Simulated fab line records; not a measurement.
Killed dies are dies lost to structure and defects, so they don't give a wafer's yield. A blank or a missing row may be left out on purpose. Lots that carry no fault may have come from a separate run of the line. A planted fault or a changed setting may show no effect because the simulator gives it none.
Chamber matching	flow n5Finfet	4 sister chambers for N5_FIN_SAQP_ETCH_65 on rieSi-01
The step etches SiO2 in CF4, target depth 4 nm, time 4.4 s. 8 wafers are shown with their chamber, then 11 later ones without.

## WAFERS WITH THEIR CHAMBER
wafer	chamber	throttleValvePct (%)	drypumpMotorCurrentA (A)
L083.2	0	22.03	6.0
L083.5	2	21.60	5.4
L087.1	2	21.60	5.4
L087.6	3	21.76	6.7
L089.3	0	22.04	6.0
L089.4	1	21.94	5.9
L089.5	1	21.96	6.0
L091.1	3	21.77	6.6

## WAFERS MISSING THEIR CHAMBER
wafer	throttleValvePct (%)	drypumpMotorCurrentA (A)
L091.3	21.95	6.0
L091.4	22.04	6.0
L092.2	21.74	6.6
L092.5	21.94	6.0
L092.6	22.04	6.0
L095.2	21.93	6.0
L095.4	22.04	6.0
L095.5	21.96	6.0
L097.4	21.74	6.7
L097.5	21.74	6.7
L097.6	21.61	5.4

## WHICH CHAMBER EACH WENT THROUGH
wafer	from the rows above	in truth
L091.3	1	1
L091.4	0	0
L092.2	3	3
L092.5	1	1
L092.6	0	0
L095.2	1	1
L095.4	0	0
L095.5	1	1
L097.4	3	3
L097.5	3	3
L097.6	2	2
Correctly placed: 11 of 11. Can't be placed from these rows: 0. Number placed wrongly: 0.
How it was worked out, from the rows above alone: a wafer's distance from a chamber is the root of the sum, over the readings, of the square of ((its reading less the chamber's mean) divided by the reading's scatter). If the next closest chamber is less than 2 further off than the closest, the wafer can't be placed; otherwise it belongs to the closest. For every chamber, the mean is computed from those of its wafers that are shown. The scatter: take each reading less its chamber's mean, square it, sum over the shown wafers, divide by the number of wafers less the number of chambers, and take the root.
